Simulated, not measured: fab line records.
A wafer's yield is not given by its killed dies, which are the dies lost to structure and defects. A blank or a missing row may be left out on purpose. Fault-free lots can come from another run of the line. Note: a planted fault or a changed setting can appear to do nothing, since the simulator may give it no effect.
Chamber matching | flow nandHarc | pecvd-02 running NHARC_A_SLIT_DEP_23: 3 sister chambers
The step deposits SiON, target thk 100 nm. 18 wafers are shown with their chamber, then 9 later ones without.

WAFERS WITH THEIR CHAMBER
wafer  | chamber | heaterPowerOuterW (W) | heaterPowerW (W) | susceptorTempC (C)
L075.4 | 1       | 432                   | 666              | 400.18
L075.5 | 0       | 507                   | 813              | 400.09
L075.6 | 2       | 434                   | 720              | 399.88
L076.3 | 1       | 461                   | 703              | 400.07
L076.4 | 2       | 410                   | 701              | 399.95
L076.5 | 0       | 530                   | 821              | 400.24
L078.3 | 2       | 453                   | 768              | 399.57
L078.5 | 0       | 522                   | 795              | 399.29
L078.6 | 1       | 452                   | 673              | 399.70
L081.1 | 2       | 384                   | 673              | 399.74
L081.2 | 0       | 522                   | 801              | 399.90
L081.4 | 0       | 516                   | 792              | 399.75
L083.3 | 2       | 447                   | 745              | 400.01
L083.4 | 0       | 520                   | 798              | 399.99
L083.5 | 2       | 455                   | 761              | 400.25
L085.3 | 0       | 486                   | 765              | 399.72
L085.5 | 2       | 371                   | 645              | 399.52
L085.6 | 0       | 503                   | 775              | 399.86

SIGNATURES (averages over the wafers above)
reading           | chamber 0 | chamber 1 | chamber 2 | scatter within a chamber
heaterPowerOuterW | 513.25    | 448.33    | 422.00    | 24.3
heaterPowerW      | 795.00    | 680.67    | 716.14    | 32.5
susceptorTempC    | 399.8550  | 399.9833  | 399.8457  | 0.27
Rule: distance of a wafer from a chamber = root of the sum over the readings of ((wafer's reading minus chamber's mean) / reading's scatter) squared. The wafer belongs to the nearest chamber; if the next one is less than 2 further off, it can't be placed. The scatter: the root of (the sum of the squares of (reading less its chamber's mean) over the shown wafers, divided by (wafers less chambers)).

WAFERS MISSING THEIR CHAMBER
wafer  | heaterPowerOuterW (W) | heaterPowerW (W) | susceptorTempC (C)
L087.1 | 492                   | 747              | 399.98
L087.2 | 459                   | 768              | 400.10
L087.4 | 462                   | 747              | 400.18
L093.4 | 404                   | 667              | 399.68
L093.5 | 458                   | 690              | 400.07
L093.6 | 558                   | 878              | 400.01
L095.1 | 469                   | 762              | 399.71
L095.2 | 498                   | 740              | 399.95
L095.6 | 488                   | 789              | 400.00

EACH ONE'S CHAMBER
wafer  | from the rows above          | in truth
L087.1 | can't be placed: 0 or 1 or 2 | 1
L087.2 | can't be placed: 2 or 0 or 1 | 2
L087.4 | can't be placed: 1 or 2 or 0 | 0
L093.4 | can't be placed: 2 or 1      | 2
L093.5 | can't be placed: 1 or 2      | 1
L093.6 | 0                            | 0
L095.1 | can't be placed: 0 or 2 or 1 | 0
L095.2 | can't be placed: 0 or 1 or 2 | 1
L095.6 | 0                            | 0
Correct placement for 2 of the 9. Can't be placed from these rows: 7 (the true chamber is among the candidates in 7). Wrongly placed: 0.
